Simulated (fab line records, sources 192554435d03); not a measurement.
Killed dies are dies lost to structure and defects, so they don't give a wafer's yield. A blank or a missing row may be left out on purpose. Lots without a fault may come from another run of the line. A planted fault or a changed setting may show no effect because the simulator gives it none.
Which tool did it? | flow n5_finfet | 12 lots, 36 wafers sampled, at 3 steps of a route of 1938

WHAT THE GAUGES READ, wafer by wafer
N5_BEOL_M5_CD_MEAS_35: target cd 28 nm, target cd y 24 nm.
lot  | measured     | on        | cd_nm (nm)
L076 | day 8 17:43  | cd_sem-03 | 27.6 28.2 28.1
L077 | day 9 14:31  | cd_sem-01 | 28.2 28.1 28.4
L079 | day 10 02:48 | cd_sem-02 | 28.3 28.8 28.2
L081 | day 10 21:20 | cd_sem-01 | 27.7 28.2 28.2
L084 | day 11 03:59 | cd_sem-01 | 28.2 28.2 27.8
L082 | day 11 12:21 | cd_sem-01 | 28.1 28.5 27.5
L087 | day 12 03:26 | cd_sem-03 | 28.5 28.3 28.7
L090 | day 12 21:41 | cd_sem-01 | 27.9 28.1 28.4
L093 | day 13 03:34 | cd_sem-02 | 28.1 28.4 28.1
L092 | day 13 08:43 | cd_sem-03 | 27.4 27.6 28.3
L096 | day 13 12:46 | cd_sem-03 | 28.9 28.1 28.8
L097 | day 14 20:55 | cd_sem-03 | 28.4 28.6 27.7

WHICH TOOL RAN EACH LOT (tool, then ch and the chambers of the sampled wafers, then the start)
lot  | N5_BEOL_M5_STRIP_64                | N5_BEOL_M5_ETCH_68
L076 | rie_diel-03 ch 1,3, day 8 16:22    | rie_diel-03 ch 0,1,2, day 8 17:06
L077 | rie_diel-05 ch 0,1, day 9 12:24    | rie_diel-05 ch 2,3, day 9 14:01
L079 | rie_diel-04 ch 0,1,2, day 9 22:58  | rie_diel-04 ch 0,2,3, day 10 02:18
L081 | rie_diel-04 ch 0,1, day 10 19:02   | rie_diel-05 ch 0,1,3, day 10 20:50
L084 | rie_diel-03 ch 2,3, day 11 01:34   | rie_diel-05 ch 2,3, day 11 03:29
L082 | rie_diel-04 ch 0,2,3, day 11 11:07 | rie_diel-04 ch 0,2, day 11 11:52
L087 | rie_diel-04 ch 0,1,3, day 12 02:10 | rie_diel-04 ch 0,1,3, day 12 02:57
L090 | rie_diel-03 ch 0,1,3, day 12 19:13 | rie_diel-03 ch 0,1,2, day 12 21:12
L093 | rie_diel-03 ch 0,1,2, day 12 22:19 | rie_diel-03 ch 1,2, day 13 03:04
L092 | rie_diel-05 ch 1,2,3, day 13 03:32 | rie_diel-05 ch 1,2, day 13 08:13
L096 | rie_diel-04 ch 0,1,2, day 13 10:22 | rie_diel-05 ch 1,2,3, day 13 12:16
L097 | rie_diel-04 ch 0,1,3, day 14 19:10 | rie_diel-05 ch 0,1,3, day 14 20:26
- N5_BEOL_M5_STRIP_64: strips in CF4.
- N5_BEOL_M5_ETCH_68: etches SOC in N2/H2, target depth 80 nm, overetch 16 nm, time 120 s.

THE ANSWER, worked out from the rows above alone
Rule: what is usual is taken from the lots themselves. Put in order of their means at a reading, lots are off if they are a third of the lots or fewer, leave a main group of 4 or more, and stand apart from it by a gap of 3 or more times the standard deviation of the main group's means; of several such gaps the widest counts. A main group whose means are all the same, to the digits that the tables above print for the reading, isn't used. A lot without any number at a reading at which 4 lots or more have one is off too. The other lots that the step has rows for count as sound.
No lot is off at any reading shown: from this, nothing can be told.

WHAT THE SIMULATOR HAD PUT IN
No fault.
